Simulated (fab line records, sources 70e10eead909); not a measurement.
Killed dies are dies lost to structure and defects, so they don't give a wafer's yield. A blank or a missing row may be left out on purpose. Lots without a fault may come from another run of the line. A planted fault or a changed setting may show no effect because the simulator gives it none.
fab line records | flow nand_harc
record lots=13 wafers=39 last_day=33
route steps=1302 shown A_CONTACT@1016 THIN_TSV@1270 END@1302
lots that met no fault: from a run of the same line without faults
start_h: hours from the record's first day to the start of the lot's first wafer shown | wait_h: hours since the lot's step before | " the same as in the row above | L1.1+2: a row that stands for several wafers | - no value, or no start given | * or withheld: withheld | < > ~ a bound
route shown NAME@n: a module of which the file shows steps, and the number in the route of the first | usual: mean/standard deviation of fault-free wafers | same: alike in all rows | chamber/n: place in a boat | sites: the reading at each site | _std_site: their standard deviation | _edge_site: outer sites' mean less inner sites' | radius_mm: how far each site lies from the wafer's centre | mask NAME#n: copy n | behind: the tool/chamber that last shaped the wafer | hold: why the lot was held/for how many hours/how that ended | device: the transistor (n, p or np) that didn't switch | end of line: the same wafers' tests at the end of the route | a step without rows: its recipe alone | killed: dies lost to structure and defects at the first sort, not the wafer's yield | map: a wafer's dies, x killed, . not, _ none there
set.NAME: the setting as run; set.NAME@STEP: as run at that earlier step | model.NAME: the simulator's own value behind a step, which no gauge read
steps of the route over a sample of lots; a table a step, a row a wafer
services: from which hour (start_h, from the record's first day; less than 0 if before it) a tool's chamber was out of use, for how many hours, and why
## steps
# step NHARC_A_CONTACT_ETCH_122
# recipe source_w=withheld pressure_mtorr=20 bias_v=3000 time_s=190 target_depth_a=18500 ar_flow_sccm=withheld c4f8_flow_sccm=withheld o2_flow_sccm=withheld chemistry=C4F8/O2/Ar
# columns lot.wafer tool chamber start_h wait_h rf_hours_counter_h
L380.2 har_cap_etch-01 1 498.12 0.1 133
L380.3 " 1 " " -
L380.5 " 0 " " -
L381.3 har_cap_etch-03 0 507.08 0.1 -
L381.6 " 1 " " -
L381.5 " 0 " " -
L383.4 har_cap_etch-01 1 542.56 0.1 -
L383.3 " 0 " " -
L383.5 " 1 " " -
L385.3 har_cap_etch-03 0 554.33 0.1 -
L385.4 " 1 " " -
L385.6 " 0 " " -
L387.2 har_cap_etch-03 1 576.16 0.1 55
L387.4 " 0 " " -
L387.5 " 0 " " -
L389.3 har_cap_etch-03 0 583.56 0.1 -
L389.4 " 1 " " -
L389.6 " 1 " " -
L394.2 har_cap_etch-02 0 631.64 0.1 106
L394.4 " 0 " " -
L394.3 " 1 " " -
L396.4 har_cap_etch-03 1 656.06 0.1 -
L396.3 " 0 " " -
L396.5 " 0 " " -
L398.1 har_cap_etch-03 1 673.09 0.1 75
L398.6 " 0 " " -
L398.5 " 1 " " -
L397.4 har_cap_etch-01 1 674.68 0.1 -
L397.3 " 0 " " -
L397.5 " 1 " " -
L399.1 har_cap_etch-01 1 685.66 0.1 30
L399.3 " 1 " " -
L399.6 " 1 " " -
L400.1 har_cap_etch-03 0 698.84 0.1 80
L400.4 " 1 " " -
L400.5 " 1 " " -
L401.2 har_cap_etch-03 0 709.54 0.1 82
L401.4 " 0 " " -
L401.5 " 0 " " -
# step NHARC_THIN_TSV_DEGAS_49
# recipe temp_c=300 time_s=120
# usual heater_power_w=461/50
# columns lot.wafer tool chamber start_h wait_h heater_power_w
L380.2 pvd_sputter-02 - 550.24 0.1 372
L380.3 " - " " 472
L380.5 " - " " 497
L381.3 pvd_sputter-03 - 560.86 0.1 478
L381.5 " - " " 490
L381.6 " - " " 562
L383.4 pvd_sputter-03 - 595.59 0.1 443
L383.3 " - " " 484
L383.5 " - " " 441
L385.3 pvd_sputter-01 - 608.74 0.1 537
L385.4 " - " " 428
L385.6 " - " " 534
L387.2 pvd_sputter-03 - 634.59 0.2 441
L387.4 " - " " 493
L387.5 " - " " 562
L389.4 pvd_sputter-03 - 635.74 0.1 432
L389.3 " - " " 490
L389.6 " - " " 493
L394.3 pvd_sputter-03 - 686.52 0.1 498
L394.2 " - " " 577
L394.4 " - " " 440
L396.3 pvd_sputter-02 - 712.32 0.1 385
L396.4 " - " " 471
L396.5 " - " " 385
L398.1 pvd_sputter-02 - 725.96 0.1 390
L398.6 " - " " 440
L398.5 " - " " 391
L397.4 pvd_sputter-03 - 726.97 0.1 572
L397.3 " - " " 508
L397.5 " - " " 440
L399.3 pvd_sputter-02 - 749.30 0.1 449
L399.1 " - " " 389
L399.6 " - " " 468
L400.1 pvd_sputter-02 - 758.64 0.2 459
L400.4 " - " " 469
L400.5 " - " " 465
L401.4 pvd_sputter-02 - 773.29 0.1 477
L401.2 " - " " 449
L401.5 " - " " 451
# step NHARC_THIN_TSV_CD_MEAS_33
# recipe target_cd_nm=5000 landing_energy_ev=500
# usual cd_nm=5001.1/1.9
# columns lot.wafer tool chamber start_h wait_h cd_nm
L380.2 cd_sem-02 0 553.37 - 4999.2
L380.3 " 0 " " 5000.1
L380.5 " 0 " " 4998.5
L381.3 cd_sem-02 0 564.02 - 5003.1
L381.5 " 0 " " 4999.0
L381.6 " 0 " " 5002.6
L383.3 cd_sem-01 0 598.61 - 5004.9
L383.4 " 0 " " 5001.1
L383.5 " 0 " " 5005.2
L385.3 cd_sem-03 0 612.02 - 5002.5
L385.4 " 0 " " 5001.2
L385.6 " 0 " " 5002.5
L387.2 cd_sem-02 0 637.60 - 5004.2
L387.4 " 0 " " 4998.3
L387.5 " 0 " " 5001.6
L389.3 cd_sem-03 0 638.89 - 4999.6
L389.4 " 0 " " 5002.2
L389.6 " 0 " " 4996.6
L394.2 cd_sem-02 0 689.74 - 5002.2
L394.3 " 0 " " 5000.7
L394.4 " 0 " " 5000.8
L396.3 cd_sem-03 0 715.45 - 5000.0
L396.4 " 0 " " 5003.7
L396.5 " 0 " " 5000.5
L398.1 cd_sem-02 0 728.96 - 5001.1
L398.5 " 0 " " 5000.6
L398.6 " 0 " " 5000.3
L397.3 cd_sem-01 0 730.12 - 5000.9
L397.4 " 0 " " 5002.1
L397.5 " 0 " " 5002.7
L399.1 cd_sem-02 0 755.26 - 4998.5
L399.3 " 0 " " 5002.5
L399.6 " 0 " " 5003.0
L400.1 cd_sem-01 0 761.96 - 5000.6
L400.4 " 0 " " 5000.0
L400.5 " 0 " " 5004.1
L401.2 cd_sem-03 0 779.30 - 5005.6
L401.4 " 0 " " 5001.4
L401.5 " 0 " " 5003.0
# step NHARC_THIN_TSV_DESCUM_35
# recipe time_s=3 o2_flow_sccm=200 ar_flow_sccm=0 bias_power_w=0 chemistry=O2
# usual drypump_motor_current_A=5.9/0.41 mfc_ar_sccm=0.009/0.013 o2_flow_sccm=200.0/0.65 oes_product_au=1.000/0.01 rf_vpp_V=57.7/0.9 showerhead_plenum_p_Torr=1.87/0.083 throttle_valve_pct=11.311/0.0093
# columns lot.wafer tool chamber start_h wait_h drypump_motor_current_A mfc_ar_sccm o2_flow_sccm oes_product_au rf_hours_counter_h rf_vpp_V showerhead_plenum_p_Torr throttle_valve_pct
L380.3 rie_diel-12 0 553.52 - 6.2 0.029 199.7 0.986 5.9 56.2 1.86 11.318
L380.2 " 3 " " 5.6 0.004 200.0 1.006 6.4 56.3 1.90 11.314
L380.5 " 1 " " 5.6 0 200.3 0.991 - 56.9 1.78 11.309
L381.3 rie_diel-12 3 564.21 - 5.6 0.004 200.6 0.998 7.0 59.3 1.90 11.315
L381.6 " 0 " " 6.1 0.029 199.2 0.978 - 58.1 1.86 11.300
L381.5 " 1 " " 5.6 0 200.9 0.981 - 57.7 1.78 11.296
L383.4 rie_diel-08 0 598.78 - 6.7 0.027 199.9 1.006 2.2 57.7 1.94 11.308
L383.3 " 2 " " 5.5 0.009 200.7 0.988 1.2 58.3 2.05 11.310
L383.5 " 3 " " 5.6 0 199.6 0.989 - 58.3 1.92 11.308
L385.4 rie_diel-08 0 612.17 - 6.6 0.027 199.4 0.997 3.1 59.8 1.94 11.303
L385.3 " 2 " " 5.4 0.009 200.6 1.002 2.3 60.3 2.05 11.296
L385.6 " 1 " " 6.5 0 200.4 0.996 - 58.3 1.96 11.325
L387.4 rie_diel-12 3 637.77 - 5.6 0.004 200.0 0.999 0.8 59.0 1.90 11.310
L387.2 " 0 " " 6.2 0.029 200.3 1.001 0.7 58.9 1.86 11.325
L387.5 " 3 " " 5.6 0.004 199.7 1.003 - 59.5 1.90 11.314
L389.3 rie_diel-09 0 639.07 - 5.5 0 199.5 0.981 4.8 57.5 1.88 11.322
L389.4 " 1 " " 6.3 0.019 200.2 0.981 6.0 58.1 2.02 11.317
L389.6 " 3 " " 6.3 0.039 198.8 0.997 - 57.2 1.78 11.319
L394.3 rie_diel-12 0 689.89 - 6.1 0.029 198.8 1.014 4.0 57.3 1.86 11.305
L394.4 " 2 " " 5.5 0 199.9 0.983 4.3 58.1 1.79 11.320
L394.2 " 3 " " 5.6 0.004 199.4 1.004 3.9 57.5 1.90 11.326
L396.3 rie_diel-08 1 715.60 - 6.6 0 200.0 1.009 8.9 58.1 1.96 11.307
L396.4 " 2 " " 5.4 0.009 200.5 0.985 7.9 58.5 2.05 11.299
L396.5 " 1 " " 6.6 0 199.5 1.009 - 58.2 1.96 11.327
L398.1 rie_diel-09 3 729.14 - 6.3 0.039 198.9 1.017 3.7 57.6 1.78 11.307
L398.5 " 1 " " 6.3 0.019 199.1 1.000 - 58.2 2.02 11.315
L398.6 " 2 " " 6.1 0 198.3 1.006 - 56.5 1.78 11.292
L397.3 rie_diel-12 1 730.30 - 5.6 0 200.2 1.002 7.5 56.7 1.78 11.313
L397.4 " 2 " " 5.6 0 199.4 1.001 7.0 57.4 1.79 11.303
L397.5 " 3 " " 5.6 0.004 200.4 0.996 - 59.1 1.89 11.298
L399.1 rie_diel-12 3 755.43 - 5.6 0.004 201.0 1.006 7.7 58.8 1.89 11.312
L399.3 " 0 " " 6.2 0.029 201.0 1.023 7.8 58.2 1.86 11.295
L399.6 " 3 " " 5.6 0.004 201.1 1.004 - 57.4 1.89 11.316
L400.4 rie_diel-12 3 762.13 - 5.6 0.004 199.7 1.013 7.9 57.1 1.89 11.315
L400.1 " 1 " " 5.6 0 200.6 1.000 8.5 57.0 1.78 11.292
L400.5 " 2 " " 5.6 0 199.8 0.997 - 56.1 1.79 11.302
L401.2 rie_diel-09 3 779.46 - 6.3 0.039 199.0 1.010 5.6 56.8 1.78 11.327
L401.4 " 0 " " 5.5 0 199.6 0.997 6.6 57.1 1.88 11.301
L401.5 " 3 " " 6.3 0.039 199.6 1.007 - 57.0 1.78 11.315
# step NHARC_END_SORT_01
# recipe temp_c=25
# usual killed_at_array=53/20 killed_at_other=1/1.2 killed_at_periphery=3.7/2.6 killed_dies=58/20 killed_open=3.5/1.8 killed_short=2.4/1.7
# same gross_dies=677
# columns lot.wafer tool chamber start_h wait_h killed_at_array killed_at_other killed_at_periphery killed_dies killed_open killed_short
L387.2 prober-02 0 646.45 2.8 157 0 2 159 3 5
L387.4 prober-02 0 648.02 3.4 73 0 1 74 3 4
L387.5 prober-02 0 648.81 3.6 82 0 4 86 7 3
L389.3 prober-02 0 654.96 3.1 59 1 3 63 4 0
L389.4 prober-02 0 655.76 3.4 121 1 5 127 1 0
L389.6 prober-02 0 657.36 4.0 145 2 3 150 2 3
# killed by level:class
L387.2 A_CONTACT:unspecified=84 A_CHANNEL_HOLE_D2:chamber_film_flake=34 A_CHANNEL_HOLE_D1:chamber_film_flake=29 A_STAIRCASE:chamber_film_flake=3 A_WL_FILL:geometric_particle:short=2 P_GATE:geometric_particle:open=1 P_CONTACT:geometric_particle:open=1 A_ONON_D2:geometric_particle:short=1
L387.4 A_CHANNEL_HOLE_D1:chamber_film_flake=28 A_CHANNEL_HOLE_D2:chamber_film_flake=25 A_STAIRCASE:chamber_film_flake=3 A_CONTACT:chamber_film_flake=3 A_ZERO_WELL:chamber_film_flake=2 A_CHANNEL_FILL_D1:chamber_film_flake=2 A_SLIT:chamber_film_flake=2 P_CONTACT:geometric_particle:short=1
L387.5 A_CHANNEL_HOLE_D1:chamber_film_flake=40 A_CHANNEL_HOLE_D2:chamber_film_flake=27 A_CONTACT:chamber_film_flake=3 P_CONTACT:geometric_particle:open=2 A_ONON_D2:geometric_particle:open=2 A_CONTACT:geometric_particle:open=2 P_ZERO_WELL:chamber_film_flake=2 A_STAIRCASE:chamber_film_flake=2
L389.3 A_CHANNEL_HOLE_D1:chamber_film_flake=37 A_CHANNEL_HOLE_D2:chamber_film_flake=10 A_CONTACT:chamber_film_flake=4 A_WL_FILL:geometric_particle:open=2 A_M0:geometric_particle:open=2 P_M2:chamber_film_flake=2 A_ZERO_WELL:chamber_film_flake=2 A_CHANNEL_FILL_D1:chamber_film_flake=2
L389.4 A_CONTACT:unspecified=80 A_CHANNEL_HOLE_D1:chamber_film_flake=30 P_M2:chamber_film_flake=5 A_CONTACT:chamber_film_flake=5 A_SLIT:chamber_film_flake=2 A_STAIRCASE:chamber_film_flake=2 A_M0:geometric_particle:open=1 A_CHANNEL_HOLE_D2:chamber_film_flake=1
L389.6 A_CONTACT:unspecified=85 A_CHANNEL_HOLE_D1:chamber_film_flake=36 A_CHANNEL_HOLE_D2:chamber_film_flake=7 A_CONTACT:chamber_film_flake=7 A_ONON_D1:geometric_particle:short=2 P_M2:chamber_film_flake=2 A_STAIRCASE:chamber_film_flake=2 A_SLIT:chamber_film_flake=2
## services
# columns tool chamber start_h hours kind
pvd_sputter-03 - 475.67 0.8 repair
pvd_sputter-02 - 479.72 0.6 repair
rie_diel-12 2 496.98 6.3 repair
rie_diel-09 - 497.10 9.0 pm
har_cap_etch-01 - 498.78 17.0 pm
pvd_sputter-03 - 526.01 10.0 pm
pvd_sputter-02 - 533.43 6.7 repair
pvd_sputter-03 - 538.64 4.8 repair
rie_diel-08 - 544.89 9.0 pm
har_cap_etch-03 - 551.01 1.0 repair
rie_diel-12 1 566.86 5.8 repair
pvd_sputter-02 - 572.80 15.3 repair
rie_diel-12 - 596.48 1.3 repair
rie_diel-09 0 600.89 9.3 repair
pvd_sputter-02 - 610.30 15.0 repair
rie_diel-09 1 612.24 3.0 repair
rie_diel-12 - 622.40 9.0 pm
rie_diel-09 3 624.26 5.6 repair
pvd_sputter-03 - 631.29 2.7 repair
pvd_sputter-02 - 638.08 10.0 pm
rie_diel-09 - 674.10 9.0 pm
rie_diel-12 0 701.74 1.2 repair
pvd_sputter-03 - 704.01 10.0 pm
har_cap_etch-03 - 716.22 0.6 repair
## key
first_sign step=NHARC_END_SORT_01 reading=killed_at_array direction=up sigmas=4.5 usual=53 struck=141
effect step=NHARC_END_SORT_01 reading=killed_dies direction=up sigmas=4.4 usual=58 struck=145
more_kills_born_at NHARC_A_CONTACT_ETCH_122@har_cap_etch-03=249
met_at NHARC_A_CONTACT_ETCH_122
struck_lots L387,L389
struck_wafers L387.2,L389.4,L389.6
tester_left_out L387,L389
not_acting_at NHARC_THIN_TSV_DEGAS_49,NHARC_THIN_TSV_CD_MEAS_33,NHARC_THIN_TSV_DESCUM_35
onset_between 554.33 576.16
fault kind=chamber_particle_source tool=har_cap_etch-03 chamber=1 onset_h=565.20 steps=NHARC_A_CONTACT_ETCH_122 rate_per_visit_cm2=1.9918 end_h=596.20
# tester_left_out: of these lots the tester's yield and bins aren't shown, on N5 and GAA mostly nor the transistor test; their killed dies are dies lost to structure and defects alone, not to doping, threshold or leakage, so they don't give the yield
